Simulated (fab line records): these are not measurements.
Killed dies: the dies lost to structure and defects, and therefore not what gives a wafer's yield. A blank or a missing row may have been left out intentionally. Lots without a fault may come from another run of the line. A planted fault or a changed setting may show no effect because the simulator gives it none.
fab line records	flow n5_finfet
record: lots: 10	wafers: 30	last_day: 18
route steps=1938 shown PMOS_HMC_CHANNEL_EPI@78 BEOL_M4@1086 BEOL_M5@1113 PASSIVATION@1936
lots untouched by any fault: they come from a run of this same line in which no faults occurred
start_h: the number of hours between the record's first day and the start of the first shown wafer of the lot	wait_h: time in hours since the lot's previous step	" identical to the entry in the row above	L1.1+2: one row covering several wafers at once	- either no value or no given start	* or withheld: withheld	< > ~ a bound
route shown NAME@n: names a module that has steps shown in the file, with the first one's number in the route	usual: the fault-free wafers' mean and standard deviation	same: alike in all rows	chamber/n: place in a boat	sites: each site's reading	_std_site: the standard deviation of these	_edge_site: inner sites' mean taken away from outer sites' mean	radius_mm: for every site, how far away it sits from the centre of the wafer	mask NAME#n: copy n	behind: the tool/chamber that last shaped the wafer	hold: why the lot went on hold/how many hours it stayed there/how the hold came to an end	device: transistor that didn't switch, given as n, p or np	end of line: the same wafers' tests at the end of the route	step lacking rows: just its recipe	killed: not the wafer's yield, but the dies lost to structure and defects at the first sort	map: a wafer's dies, marking killed ones x, the rest . and places with no die _
set.NAME: the setting as run; set.NAME@STEP: as run at that earlier step	model.NAME: the simulator's own value behind a step, which no gauge read
route steps across a sampled set of lots; one table per step, one row per wafer
services: from which hour (start_h, from the record's first day; less than 0 if before it) a tool's chamber was out of use, for how many hours, and why
== steps ==
step: N5_PMOS_HMC_CHANNEL_EPI_EPI_20
recipe: material: SiGe30	mask_material: SiO2	pressure_torr: 20	target_thk_a: 590	temp_c: 600
lot.wafer	tool	chamber	start_h	wait_h
L866.1+3+4	epi_rpcvd-02	0	18.43	0.0
L869.1+4+5	epi_rpcvd-02	0	35.79	0.0
L870.3+4+5	epi_rpcvd-02	0	42.62	0.6
L872.2+5+6	epi_rpcvd-02	0	55.50	0.9
L874.2+4+5	epi_rpcvd-02	0	66.28	0.3
L876.1+5+6	epi_rpcvd-03	0	77.88	0.0
L878.1+3+5	epi_rpcvd-02	0	90.10	0.0
L881.1+4+5	epi_rpcvd-01	0	108.23	0.0
L883.3+4+5	epi_rpcvd-01	0	120.37	0.4
L888.2+4+5	epi_rpcvd-03	0	150.73	0.3
step: N5_BEOL_M4_SPUTTER_79
recipe: material: Cu	target_thk_a: 45	temp_c: -20	chamber_pressure_pa: 0.07	power_w: withheld	time_s: 8.29
usual: throttle_valve_pct: 30.1/0.91
lot.wafer	tool	chamber	start_h	wait_h	throttle_valve_pct
L866.1	pvd_sputter-03	-	172.61	0.1	28.3
L866.3	"	-	"	"	30.7
L866.4	"	-	"	"	29.2
L869.1	pvd_sputter-01	-	178.26	0.1	30.4
L869.4	"	-	"	"	29.4
L869.5	"	-	"	"	31.7
L870.3	pvd_sputter-01	-	198.12	0.1	30.1
L870.4	"	-	"	"	29.8
L870.5	"	-	"	"	30.6
L872.2	pvd_sputter-02	-	203.08	0.1	30.2
L872.5	"	-	"	"	30.1
L872.6	"	-	"	"	29.2
L874.2	pvd_sputter-01	-	224.38	0.1	29.5
L874.4	"	-	"	"	30.0
L874.5	"	-	"	"	29.5
L876.1	pvd_sputter-03	-	232.22	0.1	29.1
L876.5	"	-	"	"	31.2
L876.6	"	-	"	"	29.2
L878.1	pvd_sputter-02	-	248.12	0.1	28.9
L878.3	"	-	"	"	29.3
L878.5	"	-	"	"	29.2
L881.1	pvd_sputter-01	-	256.49	0.1	30.6
L881.4	"	-	"	"	31.7
L881.5	"	-	"	"	29.2
L888.2	pvd_sputter-02	-	298.32	0.1	30.2
L888.4	"	-	"	"	28.9
L888.5	"	-	"	"	29.0
L883.3	pvd_sputter-01	-	317.20	0.1	29.8
L883.4	"	-	"	"	30.6
L883.5	"	-	"	"	31.7
step: N5_BEOL_M4_SPUTTER_94
recipe: material: Cu	target_thk_a: 45	temp_c: -20	chamber_pressure_pa: 0.07	power_w: withheld	time_s: 8.29
usual: throttle_valve_pct: 30.1/0.94
lot.wafer	tool	chamber	start_h	wait_h	throttle_valve_pct
L866.1	pvd_sputter-03	-	173.93	0.1	28.4
L866.3	"	-	"	"	30.5
L866.4	"	-	"	"	29.2
L869.1	pvd_sputter-01	-	179.58	0.1	30.4
L869.4	"	-	"	"	29.5
L869.5	"	-	"	"	31.6
L870.3	pvd_sputter-01	-	199.44	0.1	29.6
L870.4	"	-	"	"	29.4
L870.5	"	-	"	"	30.6
L872.2	pvd_sputter-02	-	208.86	4.5	30.2
L872.5	"	-	"	"	30.2
L872.6	"	-	"	"	29.0
L874.2	pvd_sputter-01	-	225.70	0.1	29.6
L874.4	"	-	"	"	30.3
L874.5	"	-	"	"	29.3
L876.1	pvd_sputter-03	-	233.54	0.1	29.3
L876.5	"	-	"	"	31.1
L876.6	"	-	"	"	29.1
L878.1	pvd_sputter-02	-	249.44	0.1	29.0
L878.3	"	-	"	"	29.0
L878.5	"	-	"	"	29.1
L881.1	pvd_sputter-01	-	257.81	0.1	30.9
L881.4	"	-	"	"	32.1
L881.5	"	-	"	"	29.7
L888.2	pvd_sputter-02	-	299.64	0.1	30.0
L888.4	"	-	"	"	29.2
L888.5	"	-	"	"	28.8
L883.3	pvd_sputter-01	-	318.52	0.1	30.2
L883.4	"	-	"	"	30.3
L883.5	"	-	"	"	31.5
step: N5_BEOL_M4_RC_MEAS_101
usual: DIBL_N: 36.1/1.6	DIBL_P: 35.8/2.1	IOFF_N: 0.16/0.031	IOFF_P: 0.21/0.034	IOFF_P_85C: 3.6/0.51	IOFF_P_LIN: 0.099/0.013	IOFF_P_LONG: 0.000106/9.2e-06	ION_N: 673/12	ION_P: 461/7.2	SS_N: 71.4/0.59	SS_P: 73.3/0.63	VT_N: 250/3.1	VT_P: -250/3.3	VT_P_LONG: -275.4/3	VT_P_LVT: -98.5/2.8
lot.wafer	tool	chamber	start_h	wait_h	DIBL_N[mV/V]	DIBL_P[mV/V]	IOFF_N[nA/um]	IOFF_P[nA/um]	IOFF_P_85C[nA/um]	IOFF_P_LIN[nA/um]	IOFF_P_LONG[nA/um]	ION_N[uA/um]	ION_P[uA/um]	SS_N[mV/dec]	SS_P[mV/dec]	VT_N[mV]	VT_P[mV]	VT_P_LONG[mV]	VT_P_LVT[mV]
L866.1	prober-02	0	175.25	0.0	36.1	36.1	0.17	0.21	3.6	0.101	0.000103	676	463	71.7	73.4	248	-253	-277.3	-98.9
L866.3	"	0	"	"	36.0	35.6	0.16	0.21	3.6	0.099	9.9e-05	670	457	71.8	73.3	249	-250	-278.4	-99.3
L866.4	"	0	"	"	36.9	36.0	0.17	0.21	3.6	0.099	9.8e-05	689	465	71.4	74.3	247	-252	-277.9	-99.5
L869.1	prober-02	0	180.90	0.0	34.4	35.0	0.13	0.17	3.1	0.083	9.8e-05	658	451	70.6	73.4	253	-252	-276.9	-100.4
L869.4	"	0	"	"	36.0	36.9	0.16	0.21	3.8	0.100	0.000106	686	467	71.6	73.6	250	-251	-275.6	-96.7
L869.5	"	0	"	"	36.2	36.9	0.16	0.20	3.6	0.093	9.9e-05	670	457	71.4	73.9	250	-253	-278.0	-98.5
L870.3	prober-02	0	201.06	0.3	36.3	36.9	0.17	0.21	3.7	0.100	0.000103	683	459	71.6	73.3	250	-253	-277.5	-99.9
L870.4	"	0	"	"	36.1	37.0	0.17	0.21	3.7	0.100	0.000102	677	457	71.6	73.4	249	-253	-280.9	-99.0
L870.5	"	0	"	"	38.2	39.6	0.23	0.27	4.6	0.121	9.9e-05	687	465	72.3	74.0	243	-249	-276.0	-95.7
L872.2	prober-01	0	210.33	0.2	35.0	34.4	0.14	0.36	5.7	0.170	0.000187	666	491	71.4	72.8	251	-236	-255.7	-81.9
L872.5	"	0	"	"	33.3	31.1	0.10	0.27	4.5	0.141	0.000174	649	480	70.9	71.9	261	-237	-257.1	-85.1
L872.6	"	0	"	"	35.1	34.3	0.14	0.36	5.6	0.170	0.000183	662	487	70.7	73.4	252	-236	-256.3	-81.9
L874.2	prober-01	0	228.16	0.2	38.0	37.6	0.17	0.51	7.5	0.236	0.000228	679	516	72.0	73.8	250	-225	-252.3	-75.2
L874.4	"	0	"	"	37.3	34.7	0.14	0.41	6.2	0.198	0.00022	660	493	71.1	73.0	249	-230	-251.8	-78.8
L874.5	"	0	"	"	36.9	34.7	0.14	0.41	6.3	0.201	0.000224	664	497	71.9	72.6	253	-229	-252.2	-77.9
L876.1	prober-01	0	234.95	0.0	35.4	36.1	0.14	0.17	3.1	0.085	9.8e-05	667	452	71.0	73.5	253	-256	-281.9	-103.0
L876.5	"	0	"	"	35.0	35.7	0.14	0.17	3.0	0.083	8.9e-05	676	460	71.0	72.2	251	-255	-279.5	-103.3
L876.6	"	0	"	"	35.7	36.6	0.14	0.18	3.3	0.088	9.8e-05	664	452	71.4	73.3	254	-255	-280.1	-102.1
L878.1	prober-01	0	250.77	0.0	36.6	35.3	0.16	0.44	6.4	0.203	0.000192	667	498	71.8	73.5	249	-229	-254.7	-77.4
L878.3	"	0	"	"	36.2	33.9	0.15	0.37	5.7	0.178	0.000187	665	492	71.3	72.6	253	-230	-252.4	-79.6
L878.5	"	0	"	"	33.7	31.4	0.12	0.32	5.0	0.162	0.000191	658	483	70.5	72.6	252	-232	-254.8	-81.4
L881.1	prober-01	0	259.67	0.0	35.4	35.8	0.15	0.21	3.6	0.094	0.000114	672	465	71.2	73.1	249	-250	-275.8	-96.6
L881.4	"	0	"	"	33.9	34.5	0.13	0.18	3.3	0.086	0.000106	656	454	70.8	72.5	254	-250	-276.7	-98.4
L881.5	"	0	"	"	32.9	33.4	0.11	0.17	3.2	0.084	0.000105	646	457	70.6	72.7	253	-252	-278.5	-98.9
L888.2	prober-02	0	301.17	0.2	33.8	31.7	0.11	0.18	3.2	0.094	0.000126	650	464	70.8	71.4	253	-249	-272.1	-99.0
L888.4	"	0	"	"	39.8	39.0	0.26	0.31	5.0	0.139	0.000127	699	474	71.7	73.9	241	-241	-270.0	-92.0
L888.5	"	0	"	"	37.5	36.7	0.18	0.27	4.4	0.124	0.000123	690	471	71.7	73.3	244	-244	-271.1	-94.2
L883.3	prober-01	0	320.46	0.3	36.0	35.9	0.17	0.24	4.1	0.114	0.000111	672	463	71.7	73.3	250	-246	-275.6	-94.8
L883.4	"	0	"	"	35.1	33.0	0.16	0.19	3.3	0.095	0.000112	687	470	71.0	72.7	248	-250	-272.6	-99.2
L883.5	"	0	"	"	37.1	36.0	0.18	0.23	4.0	0.111	0.000121	669	461	71.3	73.4	246	-248	-275.4	-96.1
step: N5_BEOL_M5_CURE_79
recipe: temp_c: 385	time_s: 240	ambient: He/Ar	material: SiCOH_lowk
usual: lamp_power_pct: 52.31/0.051	wafer_temp_C_max: 386.6/0.53
lot.wafer	tool	chamber	start_h	wait_h	lamp_power_pct	wafer_temp_C_max
L866.1	uv_cure-03	0	176.27	0.0	52.23	386.2
L866.3	"	0	"	"	52.37	386.1
L866.4	"	0	"	"	52.40	386.7
L869.1	uv_cure-03	1	181.92	0.0	52.22	386.3
L869.4	"	1	"	"	52.26	386.9
L869.5	"	1	"	"	52.30	386.3
L870.3	uv_cure-01	1	201.95	0.2	52.30	387.5
L870.4	"	1	"	"	52.31	386.9
L870.5	"	1	"	"	52.34	388.2
L872.2	uv_cure-03	0	211.28	0.1	52.35	385.9
L872.5	"	0	"	"	52.42	386.4
L872.6	"	0	"	"	52.27	385.6
L874.2	uv_cure-01	1	229.12	0.1	52.33	386.9
L874.4	"	1	"	"	52.33	387.0
L874.5	"	1	"	"	52.43	386.1
L876.1	uv_cure-01	2	235.99	0.0	52.30	387.0
L876.5	"	2	"	"	52.32	387.4
L876.6	"	2	"	"	52.31	387.0
L878.1	uv_cure-03	1	251.81	0.1	52.35	386.3
L878.3	"	1	"	"	52.31	386.1
L878.5	"	1	"	"	52.30	386.0
L881.1	uv_cure-03	1	260.70	0.0	52.29	386.2
L881.4	"	1	"	"	52.21	386.1
L881.5	"	1	"	"	52.27	386.6
L888.2	uv_cure-02	1	302.11	0.1	52.32	386.2
L888.4	"	1	"	"	52.27	386.2
L888.5	"	1	"	"	52.35	385.6
L883.3	uv_cure-03	2	321.49	0.4	52.31	386.4
L883.4	"	2	"	"	52.32	386.4
L883.5	"	2	"	"	52.31	386.8
step: N5_PASSIVATION_PROBE_49
usual: defect_limited_yield: 91.0/1.5	killed_at_M0_to_M3: 35/11	killed_at_M4_up: 13/6	killed_at_contacts: 14/6.5	killed_at_front_end: 40/12	killed_at_other: 4/3.4	killed_dies: 106/18	killed_open: 68/14	killed_short: 35/7.7	sort_bin_4_leakage: 0/0	sort_bin_5_function: 5.2/0.98	sort_bin_6_memory: 3.4/0.72	sort_n_pass: 1074/18	sort_yield_pct: 91.0/1.5
same: gross_dies: 1180	killed_at_back_side: 0	sort_bin_8_speed[%]: 0
lot.wafer	tool	chamber	start_h	wait_h	defect_limited_yield[%]	killed_at_M0_to_M3	killed_at_M4_up	killed_at_contacts	killed_at_front_end	killed_at_other	killed_dies	killed_open	killed_short	sort_bin_4_leakage[%]	sort_bin_5_function[%]	sort_bin_6_memory[%]	sort_n_pass	sort_yield_pct[%]
L869.1	prober-02	-	286.79	0.0	89.7	49	9	19	37	7	121	75	46	0	5.8	3.8	1059	89.7
L869.4	prober-02	-	286.94	0.2	91.8	49	11	13	22	2	97	57	40	0	5.0	2.7	1083	91.8
L869.5	prober-02	-	286.99	0.2	87.5	85	13	13	36	0	147	81	66	0	6.7	5.2	1033	87.5
L866.1	prober-02	-	289.74	0.0	90.2	35	21	8	49	3	116	69	39	0	6.8	2.9	1064	90.2
L866.3	prober-02	-	289.84	0.1	90.2	42	12	8	48	6	116	78	36	0	6.1	3.2	1064	90.2
L866.4	prober-02	-	289.89	0.2	89.8	37	16	16	49	2	120	83	34	0	6.4	3.5	1060	89.8
L870.3	prober-02	-	302.51	0.1	89.2	54	14	18	40	2	128	84	44	0	7.1	3.4	1052	89.2
L870.4	prober-02	-	302.56	0.2	91.4	45	7	19	26	4	101	47	49	0	4.7	3.3	1079	91.4
L870.5	prober-02	-	302.61	0.2	92.0	43	2	12	30	7	94	55	37	0	4.6	2.7	1086	92.0
L872.2	prober-01	-	306.76	0.1	89.6	50	7	18	45	3	123	84	39	0	6.4	3.8	1057	89.6
L872.5	prober-01	-	306.91	0.2	88.1	46	18	22	55	0	141	89	42	0	6.6	4.5	1039	88.1
L872.6	prober-01	-	306.96	0.3	90.6	37	6	15	53	0	111	72	37	0	5.7	3.5	1069	90.6
L874.2	prober-01	-	335.60	0.1	90.9	24	18	15	48	2	107	66	39	7.29	5.4	3.1	987	83.6
L874.4	prober-01	-	335.70	0.2	93.6	24	9	7	28	8	76	51	23	0.42	3.5	2.6	1099	93.1
L874.5	prober-01	-	335.75	0.2	92.7	19	9	12	38	8	86	51	35	0.42	4.4	2.7	1089	92.3
L876.1	prober-02	-	337.74	0.0	93.6	19	6	12	35	4	76	48	28	0	3.7	2.5	1104	93.6
L876.5	prober-02	-	337.94	0.2	94.7	18	11	8	21	4	62	30	29	0	3.1	1.8	1118	94.7
L876.6	prober-02	-	337.99	0.3	91.1	33	12	8	34	18	105	57	43	0	4.9	3.5	1075	91.1
L878.1	prober-01	-	357.07	0.0	91.6	31	10	23	31	4	99	66	32	0.51	5.1	3.3	1075	91.1
L878.3	prober-01	-	357.17	0.1	92.5	22	16	9	40	1	88	60	24	0	4.7	2.5	1092	92.5
L878.5	prober-01	-	357.27	0.2	92.5	20	15	20	28	6	89	58	29	0	3.7	3.6	1091	92.5
L881.1	prober-02	-	363.02	0.0	90.8	45	17	14	30	2	108	76	31	0	5.0	4.1	1072	90.8
L881.4	prober-02	-	363.17	0.2	91.6	34	11	15	38	1	99	59	39	0	4.4	3.6	1081	91.6
L881.5	prober-02	-	363.22	0.2	92.1	41	19	3	20	10	93	57	33	0	4.7	2.7	1087	92.1
L888.2	prober-01	-	410.07	0.1	90.0	29	16	14	54	5	118	78	39	0	6.1	3.6	1062	90.0
L888.4	prober-01	-	410.17	0.2	90.9	29	12	19	41	6	107	84	22	0	5.3	3.4	1073	90.9
L888.5	prober-01	-	410.22	0.2	89.4	36	18	20	47	4	125	83	42	0	6.4	3.8	1055	89.4
L883.3	prober-02	-	425.48	0.1	89.2	38	35	15	39	0	127	91	33	0	6.8	3.6	1053	89.2
L883.4	prober-02	-	425.53	0.2	91.0	37	19	10	36	4	106	76	29	0	5.1	3.8	1074	91.0
L883.5	prober-02	-	425.58	0.2	87.9	58	23	12	49	1	143	102	34	0	7.5	4.0	1037	87.9
killed by level:class
L869.1 BEOL_M0_SAQP:geometric_particle:short=21 MOL_CONTACT_COAG:geometric_particle:open=15 BEOL_M0_SAQP:geometric_particle:open=13 STI_FIN_REVEAL:geometric_particle:open=7 BEOL_M0:geometric_particle:open=7 GATE_CUT:geometric_particle:open=6 FIN_SAQP:geometric_particle:short=5 STARTING-WAFER:geometric_particle:short=5
L869.4 BEOL_M0_SAQP:geometric_particle:open=15 BEOL_M0_SAQP:geometric_particle:short=13 MOL_CONTACT_COAG:geometric_particle:open=10 BEOL_M2:geometric_particle:open=7 FIN_SAQP:geometric_particle:short=5 GATE_CUT:geometric_particle:short=5 MOL_CONTACT_COAG:geometric_particle:short=3 BEOL_M0:geometric_particle:open=3
L869.5 BEOL_M0_SAQP:geometric_particle:open=33 BEOL_M0_SAQP:geometric_particle:short=31 MOL_CONTACT_COAG:geometric_particle:open=10 GATE_CUT:geometric_particle:short=8 DUMMY_GATE:geometric_particle:open=6 FIN_SAQP:geometric_particle:short=5 BEOL_M0:geometric_particle:short=5 BEOL_M2:geometric_particle:open=5
L866.1 STI_FIN_REVEAL:geometric_particle:open=14 FIN_SAQP:geometric_particle:short=10 BEOL_M3:geometric_particle:open=9 FIN_SAQP:geometric_particle:open=8 MOL_CONTACT_COAG:geometric_particle:open=7 BEOL_M2:geometric_particle:open=5 BEOL_M0_SAQP:geometric_particle:short=5 STARTING-WAFER:geometric_particle:short=5
L866.3 STI_FIN_REVEAL:geometric_particle:open=21 BEOL_M2:geometric_particle:open=11 FIN_SAQP:geometric_particle:short=9 BEOL_M0_SAQP:geometric_particle:open=8 STI_FIN_REVEAL:geometric_particle:short=6 BEOL_M1:geometric_particle:open=6 BEOL_M3:geometric_particle:open=6 MOL_CONTACT_COAG:geometric_particle:open=5
L866.4 STI_FIN_REVEAL:geometric_particle:open=16 MOL_CONTACT_COAG:geometric_particle:open=12 FIN_SAQP:geometric_particle:open=10 BEOL_M3:geometric_particle:open=9 FIN_SAQP:geometric_particle:short=7 BEOL_M2:geometric_particle:open=7 BEOL_M0_SAQP:geometric_particle:short=6 BEOL_M0_SAQP:geometric_particle:open=6
L870.3 BEOL_M0_SAQP:geometric_particle:open=23 MOL_CONTACT_COAG:geometric_particle:open=15 BEOL_M0_SAQP:geometric_particle:short=14 FIN_SAQP:geometric_particle:open=12 FIN_SAQP:geometric_particle:short=9 BEOL_M3:geometric_particle:open=7 STARTING-WAFER:geometric_particle:short=5 BEOL_M4:geometric_particle:open=5
L870.4 BEOL_M0_SAQP:geometric_particle:short=21 BEOL_M0_SAQP:geometric_particle:open=13 MOL_CONTACT_COAG:geometric_particle:open=11 MOL_CONTACT_COAG:geometric_particle:short=8 FIN_SAQP:geometric_particle:short=4 FIN_SAQP:geometric_particle:open=4 HKMG_FIN:area_etch=4 STI_FIN_REVEAL:geometric_particle:open=3
L870.5 BEOL_M0_SAQP:geometric_particle:short=20 BEOL_M0_SAQP:geometric_particle:open=13 FIN_SAQP:geometric_particle:open=11 MOL_CONTACT_COAG:geometric_particle:open=8 DUMMY_GATE:geometric_particle:open=5 MOL_CONTACT_COAG:geometric_particle:short=4 BEOL_M3:geometric_particle:open=4 FIN_SAQP:geometric_particle:short=3
L872.2 MOL_CONTACT_COAG:geometric_particle:open=15 STI_FIN_REVEAL:geometric_particle:open=13 FIN_SAQP:geometric_particle:short=12 BEOL_M0_SAQP:geometric_particle:open=12 FIN_SAQP:geometric_particle:open=10 BEOL_M3:geometric_particle:open=9 BEOL_M2:geometric_particle:open=8 BEOL_M1:geometric_particle:open=6
L872.5 MOL_CONTACT_COAG:geometric_particle:open=15 BEOL_M2:geometric_particle:open=14 STI_FIN_REVEAL:geometric_particle:open=11 FIN_SAQP:geometric_particle:short=10 FIN_SAQP:geometric_particle:open=9 BEOL_M1:geometric_particle:open=9 BEOL_M4:geometric_particle:open=8 MOL_CONTACT_COAG:geometric_particle:short=6
L872.6 FIN_SAQP:geometric_particle:open=13 STI_FIN_REVEAL:geometric_particle:open=12 MOL_CONTACT_COAG:geometric_particle:open=11 BEOL_M0_SAQP:geometric_particle:short=10 BEOL_M3:geometric_particle:open=8 FIN_SAQP:geometric_particle:short=6 BEOL_M1:geometric_particle:open=6 MOL_CONTACT_COAG:geometric_particle:short=4
L874.2 MOL_CONTACT_COAG:geometric_particle:open=13 STI_FIN_REVEAL:geometric_particle:open=10 BEOL_M0_SAQP:geometric_particle:open=8 STI_FIN_REVEAL:geometric_particle:short=8 FIN_SAQP:geometric_particle:open=7 BEOL_M3:geometric_particle:open=7 BEOL_M4:geometric_particle:short=6 FIN_SAQP:geometric_particle:short=5
L874.4 FIN_SAQP:geometric_particle:open=7 BEOL_M3:geometric_particle:open=7 MOL_CONTACT_COAG:geometric_particle:open=6 BEOL_M1:geometric_particle:open=5 BEOL_M5:geometric_particle:open=5 FIN_SAQP:geometric_particle:short=4 GATE_CUT:geometric_particle:open=3 GATE_CUT:geometric_particle:short=3
L874.5 MOL_CONTACT_COAG:geometric_particle:open=11 FIN_SAQP:geometric_particle:open=10 BEOL_M0_SAQP:geometric_particle:short=8 BEOL_M4:geometric_particle:open=6 FIN_SAQP:geometric_particle:short=5 BEOL_M0_SAQP:geometric_particle:open=5 GATE_CUT:geometric_particle:short=4 GATE_CUT:geometric_particle:open=4
L876.1 STI_FIN_REVEAL:geometric_particle:open=9 DUMMY_GATE:geometric_particle:open=8 MOL_CONTACT_COAG:geometric_particle:open=8 BEOL_M0_SAQP:geometric_particle:short=6 FIN_SAQP:geometric_particle:open=4 FIN_SAQP:geometric_particle:short=4 BEOL_M2:geometric_particle:open=4 MOL_CONTACT_COAG:geometric_particle:short=4
L876.5 MOL_CONTACT_COAG:geometric_particle:open=6 BEOL_M4:geometric_particle:short=5 FIN_SAQP:geometric_particle:short=4 DUMMY_GATE:geometric_particle:open=4 BEOL_M2:geometric_particle:open=4 STARTING-WAFER:geometric_particle:short=4 BEOL_M0_SAQP:geometric_particle:open=3 BEOL_M0_SAQP:geometric_particle:short=3
L876.6 FIN_SAQP:geometric_particle:short=9 MIM_TOP_ETCH:geometric_particle:short=9 BEOL_M1:geometric_particle:open=9 MOL_CONTACT_COAG:geometric_particle:open=7 FIN_SAQP:geometric_particle:open=6 BEOL_M0_SAQP:geometric_particle:short=6 MIM_TOP_ETCH:geometric_particle:open=6 BEOL_M0_SAQP:geometric_particle:open=5
L878.1 MOL_CONTACT_COAG:geometric_particle:open=21 BEOL_M1:geometric_particle:open=8 FIN_SAQP:geometric_particle:open=7 GATE_CUT:geometric_particle:short=6 BEOL_M4:geometric_particle:open=5 FIN_SAQP:geometric_particle:short=4 DUMMY_GATE:geometric_particle:open=4 GATE_CUT:geometric_particle:open=4
L878.3 BEOL_M4:geometric_particle:open=12 FIN_SAQP:geometric_particle:short=11 MOL_CONTACT_COAG:geometric_particle:open=8 BEOL_M0_SAQP:geometric_particle:open=8 GATE_CUT:geometric_particle:open=7 FIN_SAQP:geometric_particle:open=6 BEOL_M2:geometric_particle:open=5 DUMMY_GATE:geometric_particle:open=3
L878.5 MOL_CONTACT_COAG:geometric_particle:open=16 BEOL_M0:geometric_particle:open=7 FIN_SAQP:geometric_particle:short=6 DUMMY_GATE:geometric_particle:open=4 GATE_CUT:geometric_particle:open=4 BEOL_M3:geometric_particle:open=4 BEOL_M4:geometric_particle:open=4 FIN_SAQP:geometric_particle:open=3
L881.1 BEOL_M2:geometric_particle:open=14 MOL_CONTACT_COAG:geometric_particle:open=11 BEOL_M0_SAQP:geometric_particle:short=11 BEOL_M4:geometric_particle:open=10 STI_FIN_REVEAL:geometric_particle:open=6 BEOL_M3:geometric_particle:open=6 STARTING-WAFER:geometric_particle:short=5 GATE_CUT:geometric_particle:short=4
L881.4 STI_FIN_REVEAL:geometric_particle:open=13 MOL_CONTACT_COAG:geometric_particle:open=8 MOL_CONTACT_COAG:geometric_particle:short=7 BEOL_M0_SAQP:geometric_particle:short=7 BEOL_M0_SAQP:geometric_particle:open=5 BEOL_M0:geometric_particle:open=5 BEOL_M4:geometric_particle:open=5 FIN_SAQP:geometric_particle:short=4
L881.5 BEOL_M4:geometric_particle:open=11 BEOL_M1:geometric_particle:open=9 BEOL_M0_SAQP:geometric_particle:short=7 BEOL_M2:geometric_particle:open=7 FIN_SAQP:geometric_particle:short=6 STI_FIN_REVEAL:geometric_particle:open=6 BEOL_M0_SAQP:geometric_particle:open=5 BEOL_M1:geometric_particle:short=5
L888.2 MOL_CONTACT_COAG:geometric_particle:open=11 DUMMY_GATE:geometric_particle:open=10 FIN_SAQP:geometric_particle:open=9 BEOL_M2:geometric_particle:open=9 BEOL_M0_SAQP:geometric_particle:open=7 FIN_SAQP:geometric_particle:short=6 STI_FIN_REVEAL:geometric_particle:open=6 BEOL_M0_SAQP:geometric_particle:short=6
L888.4 STI_FIN_REVEAL:geometric_particle:open=18 MOL_CONTACT_COAG:geometric_particle:open=17 BEOL_M0_SAQP:geometric_particle:open=8 FIN_SAQP:geometric_particle:open=7 BEOL_M0_SAQP:geometric_particle:short=7 BEOL_M2:geometric_particle:open=7 DUMMY_GATE:geometric_particle:open=6 BEOL_M1:geometric_particle:open=3
L888.5 MOL_CONTACT_COAG:geometric_particle:open=16 BEOL_M0_SAQP:geometric_particle:open=12 FIN_SAQP:geometric_particle:open=11 BEOL_M0_SAQP:geometric_particle:short=9 STI_FIN_REVEAL:geometric_particle:open=7 BEOL_M2:geometric_particle:open=7 FIN_SAQP:geometric_particle:short=6 BEOL_M4:geometric_particle:open=5
L883.3 BEOL_M4:geometric_particle:open=26 MOL_CONTACT_COAG:geometric_particle:open=13 FIN_SAQP:geometric_particle:short=9 BEOL_M0_SAQP:geometric_particle:open=8 BEOL_M3:geometric_particle:open=8 FIN_SAQP:geometric_particle:open=7 BEOL_M2:geometric_particle:open=7 BEOL_M3:geometric_particle:short=5
L883.4 BEOL_M4:geometric_particle:open=13 BEOL_M3:geometric_particle:open=12 FIN_SAQP:geometric_particle:open=8 MOL_CONTACT_COAG:geometric_particle:open=7 STI_FIN_REVEAL:geometric_particle:open=6 BEOL_M1:geometric_particle:open=6 BEOL_M2:geometric_particle:open=6 GATE_CUT:geometric_particle:short=5
L883.5 BEOL_M3:geometric_particle:open=20 BEOL_M4:geometric_particle:open=15 BEOL_M1:geometric_particle:open=12 MOL_CONTACT_COAG:geometric_particle:open=10 STI_FIN_REVEAL:geometric_particle:open=9 FIN_SAQP:geometric_particle:short=7 BEOL_M2:geometric_particle:open=7 DUMMY_GATE:geometric_particle:open=6
== services ==
tool	chamber	start_h	hours	kind
uv_cure-03	-	1.05	6.3	repair
uv_cure-02	-	8.63	1.0	pm
uv_cure-02	-	16.45	6.6	repair
epi_rpcvd-01	-	27.91	28.1	pm
pvd_sputter-01	-	38.32	10.9	repair
uv_cure-03	-	84.35	3.3	repair
epi_rpcvd-03	-	107.04	2.8	pm
pvd_sputter-03	-	108.54	2.4	repair
uv_cure-01	-	114.51	2.4	repair
uv_cure-02	-	130.74	2.1	pm
uv_cure-01	-	165.90	2.8	pm
epi_rpcvd-03	-	190.63	0.5	repair
uv_cure-03	-	192.62	2.8	pm
pvd_sputter-02	-	205.02	2.0	repair
uv_cure-02	-	210.46	2.8	pm
uv_cure-01	-	220.47	1.0	pm
epi_rpcvd-03	-	236.43	0.9	repair
epi_rpcvd-03	-	242.38	0.7	repair
pvd_sputter-01	-	246.25	3.0	repair
uv_cure-02	-	252.87	0.4	repair
uv_cure-02	-	293.88	0.3	repair
== key ==
first_sign: step: N5_BEOL_M4_RC_MEAS_101	reading: IOFF_P_LONG	direction: up	sigmas: 10	usual: 0.000106	struck: 0.000198
effect: step: N5_BEOL_M4_RC_MEAS_101	reading: VT_P_LONG	direction: up	sigmas: 7.2	usual: -275.4	struck: -254.2
effect: step: N5_BEOL_M4_RC_MEAS_101	reading: VT_P_LVT	direction: up	sigmas: 6.7	usual: -98.5	struck: -79.9
effect: step: N5_BEOL_M4_RC_MEAS_101	reading: IOFF_P_LIN	direction: up	sigmas: 6.6	usual: 0.099	struck: 0.184
effect: step: N5_BEOL_M4_RC_MEAS_101	reading: VT_P	direction: up	sigmas: 5.8	usual: -250	struck: -231
effect: step: N5_BEOL_M4_RC_MEAS_101	reading: IOFF_P	direction: up	sigmas: 5	usual: 0.21	struck: 0.38
effect: step: N5_BEOL_M4_RC_MEAS_101	reading: IOFF_P_85C	direction: up	sigmas: 4.5	usual: 3.6	struck: 5.9
effect: step: N5_BEOL_M4_RC_MEAS_101	reading: ION_P	direction: up	sigmas: 4.4	usual: 461	struck: 493
effect: step: N5_PASSIVATION_PROBE_49	reading: sort_bin_4_leakage	direction: up	sigmas: 11	usual: 0	struck: 0.96	wafers_moved: 4
met_at N5_PMOS_HMC_CHANNEL_EPI_EPI_20
struck_lots L872,L874,L878
not_acting_at N5_BEOL_M4_SPUTTER_79,N5_BEOL_M4_SPUTTER_94,N5_BEOL_M5_CURE_79
onset_between 42.62 55.50
fault: kind: process_parameter_drift	tool: epi_rpcvd-02	chamber: -	onset_h: 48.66	steps: N5_PMOS_HMC_CHANNEL_EPI_EPI_20	channel: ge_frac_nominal	offset: 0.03	shape: step	end_h: 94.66	stated: 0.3
